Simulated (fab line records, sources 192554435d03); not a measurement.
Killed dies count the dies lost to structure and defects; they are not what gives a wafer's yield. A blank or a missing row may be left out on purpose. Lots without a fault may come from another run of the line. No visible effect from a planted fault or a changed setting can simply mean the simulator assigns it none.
Matching of chambers :: flow n5Finfet :: 3 sister chambers for N5_BEOL_M0_PRE_CLEAN_131 on cvdCo-01
The step time 15 s. 3 wafers are shown with their chamber, then 12 later ones without.

WAFERS WITH THEIR CHAMBER
wafer: L093.6
chamber: 2
heaterPowerW (W): 74

wafer: L094.2
chamber: 1
heaterPowerW (W): 84

wafer: L094.4
chamber: 0
heaterPowerW (W): 94

WAFERS MISSING THEIR CHAMBER
wafer: L095.4
heaterPowerW (W): 94

wafer: L095.5
heaterPowerW (W): 84

wafer: L095.6
heaterPowerW (W): 74

wafer: L096.1
heaterPowerW (W): 93

wafer: L096.3
heaterPowerW (W): 73

wafer: L096.5
heaterPowerW (W): 84

wafer: L097.1
heaterPowerW (W): 93

wafer: L097.2
heaterPowerW (W): 75

wafer: L097.3
heaterPowerW (W): 86

wafer: L097.4
heaterPowerW (W): 85

wafer: L097.5
heaterPowerW (W): 94

wafer: L097.6
heaterPowerW (W): 75

THE CHAMBER EACH PASSED THROUGH
wafer: L095.4
from the rows above: 0
in truth: 0

wafer: L095.5
from the rows above: 1
in truth: 1

wafer: L095.6
from the rows above: 2
in truth: 2

wafer: L096.1
from the rows above: 0
in truth: 0

wafer: L096.3
from the rows above: 2
in truth: 2

wafer: L096.5
from the rows above: 1
in truth: 1

wafer: L097.1
from the rows above: 0
in truth: 0

wafer: L097.2
from the rows above: 2
in truth: 2

wafer: L097.3
from the rows above: 1
in truth: 1

wafer: L097.4
from the rows above: 1
in truth: 1

wafer: L097.5
from the rows above: 0
in truth: 0

wafer: L097.6
from the rows above: 2
in truth: 2
12 of 12 placed correctly. From these rows, 0 cannot be placed. Placed wrongly: 0.
How it was worked out, from the rows above alone: a wafer's distance from a chamber is the root of the sum, over the readings, of the square of ((its reading less the chamber's mean) divided by the reading's scatter). If the next closest chamber is less than 2 further off than the closest, the wafer can't be placed; otherwise it belongs to the closest. The mean given for a chamber averages the wafers shown for that chamber. The scatter (one wafer shown for each chamber): square how far every hidden wafer sits from the nearest shown wafer, average those squares and take the square root.
